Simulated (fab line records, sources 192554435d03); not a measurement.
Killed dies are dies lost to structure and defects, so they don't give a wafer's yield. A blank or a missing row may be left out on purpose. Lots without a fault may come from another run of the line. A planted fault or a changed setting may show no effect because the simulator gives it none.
Chamber matching | flow n5_finfet | N5_BEOL_M12_CMP_49 on cmp-03: 4 sister chambers
The step polishes, stops on SiOC, t overpolish 20.6 s, target thk 320 nm. 16 wafers are shown with their chamber, then 8 later ones without.

WAFERS WITH THEIR CHAMBER
wafer  | chamber | motor_current_A (A) | barrier_field_endpoint_s (s) | clearing_platen_down_force_psi (psi)
L076.1 | 2       | 6.7                 | 28.8                         | 1.502
L076.4 | 0       | 6.4                 | 32.0                         | 1.501
L076.5 | 3       | 6.5                 | 29.8                         | 1.503
L077.1 | 2       | 6.6                 | 29.4                         | 1.503
L077.4 | 0       | 6.1                 | 31.4                         | 1.500
L077.6 | 0       | 6.4                 | 31.8                         | 1.501
L080.1 | 3       | 6.6                 | 30.2                         | 1.496
L080.3 | 2       | 6.5                 | 29.6                         | 1.501
L080.6 | 0       | 6.3                 | 30.8                         | 1.504
L081.1 | 0       | 6.4                 | 30.8                         | 1.504
L081.2 | 2       | 6.1                 | 29.1                         | 1.497
L081.5 | 1       | 6.1                 | 30.4                         | 1.503
L083.2 | 3       | 6.6                 | 30.6                         | 1.497
L083.4 | 1       | 5.9                 | 31.8                         | 1.504
L083.6 | 2       | 6.5                 | 30.6                         | 1.501
L082.3 | 2       | 6.4                 | 29.3                         | 1.503

SIGNATURES (means of the wafers above)
reading                        | chamber 0 | chamber 1 | chamber 2 | chamber 3 | scatter within a chamber
motor_current_A                | 6.320     | 6.000     | 6.467     | 6.567     | 0.16
barrier_field_endpoint_s       | 31.360    | 31.100    | 29.467    | 30.200    | 0.609
clearing_platen_down_force_psi | 1.50200   | 1.50350   | 1.50117   | 1.49867   | 0.00238
Rule: a wafer's distance from a chamber is the root of the sum, over the readings, of the square of ((its reading less the chamber's mean) divided by the reading's scatter). The wafer belongs to the nearest chamber; if the next one is less than 2 further off, it can't be placed. The scatter: the root of (the sum of the squares of (reading less its chamber's mean) over the shown wafers, divided by (wafers less chambers)).

WAFERS WITHOUT THEIR CHAMBER
wafer  | motor_current_A (A) | barrier_field_endpoint_s (s) | clearing_platen_down_force_psi (psi)
L082.4 | 6.4                 | 30.1                         | 1.497
L082.6 | 6.5                 | 29.0                         | 1.503
L086.2 | 6.4                 | 28.6                         | 1.497
L086.3 | 6.4                 | 29.7                         | 1.494
L086.5 | 6.6                 | 28.9                         | 1.501
L087.1 | 6.4                 | 30.2                         | 1.496
L087.4 | 6.1                 | 30.4                         | 1.504
L087.5 | 6.0                 | 29.8                         | 1.501

WHICH CHAMBER EACH WENT THROUGH
wafer  | from the rows above               | in truth
L082.4 | can't be placed: 3 or 2 or 0      | 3
L082.6 | can't be placed: 2 or 3           | 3
L086.2 | can't be placed: 2 or 3           | 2
L086.3 | can't be placed: 3 or 2 or 0      | 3
L086.5 | can't be placed: 2 or 3           | 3
L087.1 | can't be placed: 3 or 2 or 0      | 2
L087.4 | can't be placed: 1 or 0 or 2      | 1
L087.5 | can't be placed: 1 or 2 or 0 or 3 | 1
Placed correctly: 0 of 8. Can't be placed from these rows: 8 (the true chamber is among the candidates in 8). Placed wrongly: 0.
